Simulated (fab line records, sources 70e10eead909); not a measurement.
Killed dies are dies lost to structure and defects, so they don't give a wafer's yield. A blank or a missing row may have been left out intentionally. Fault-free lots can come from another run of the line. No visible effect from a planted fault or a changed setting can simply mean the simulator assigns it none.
Matching of chambers + flow nand-harc + 3 sister chambers for NHARC_P_M0_DEP_32 on pecvd-01
The step deposits SiCN, target thk 30 nm. 6 wafers are shown with their chamber, then 12 later ones without.

WAFERS PAIRED WITH THEIR CHAMBERS
| wafer  | chamber | showerhead-vpp-V (V) | heater-power-w (W) |
|--------|---------|----------------------|--------------------|
| L078.6 | 0       | 1236                 | 487                |
| L080.1 | 0       | 1221                 | 476                |
| L083.2 | 1       | 1332                 | 538                |
| L083.6 | 1       | 1347                 | 550                |
| L084.4 | 2       | 1339                 | 489                |
| L084.6 | 2       | 1302                 | 503                |

WAFERS WITH NO CHAMBER GIVEN
| wafer  | showerhead-vpp-V (V) | heater-power-w (W) |
|--------|----------------------|--------------------|
| L085.1 | 1219                 | 545                |
| L085.2 | 1323                 | 581                |
| L085.3 | 1348                 | 554                |
| L087.1 | 1337                 | 594                |
| L087.4 | 1333                 | 509                |
| L087.6 | 1218                 | 538                |
| L090.1 | 1340                 | 555                |
| L090.3 | 1234                 | 546                |
| L090.6 | 1333                 | 540                |
| L096.1 | 1214                 | 570                |
| L096.2 | 1335                 | 645                |
| L096.6 | 1332                 | 508                |

WHICH CHAMBER EACH WENT THROUGH
| wafer  | from the rows above          | in truth                   |
|--------|------------------------------|----------------------------|
| L085.1 | can't be placed: 1 or 0 or 2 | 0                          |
| L085.2 | 1                            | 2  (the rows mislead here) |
| L085.3 | 1                            | 1                          |
| L087.1 | 1                            | 1                          |
| L087.4 | 2                            | 2                          |
| L087.6 | can't be placed: 0 or 1 or 2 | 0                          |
| L090.1 | 1                            | 1                          |
| L090.3 | can't be placed: 1 or 0 or 2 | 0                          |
| L090.6 | 1                            | 1                          |
| L096.1 | 1                            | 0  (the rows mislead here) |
| L096.2 | 1                            | 1                          |
| L096.6 | 2                            | 2                          |
Correct placement for 7 of the 12. Not placeable from these rows: 3 (in 3, the candidates include the true chamber). Placed wrongly: 2.
How it was worked out, from the rows above alone: a wafer's distance from a chamber is the root of the sum, over the readings, of the square of ((its reading less the chamber's mean) divided by the reading's scatter). The wafer belongs to the nearest chamber; if the next one is less than 2 further off, it can't be placed. Each chamber's mean is taken over the wafers shown for it. The scatter: take each reading less its chamber's mean, square it, sum over the shown wafers, divide by the number of wafers less the number of chambers, and take the root.
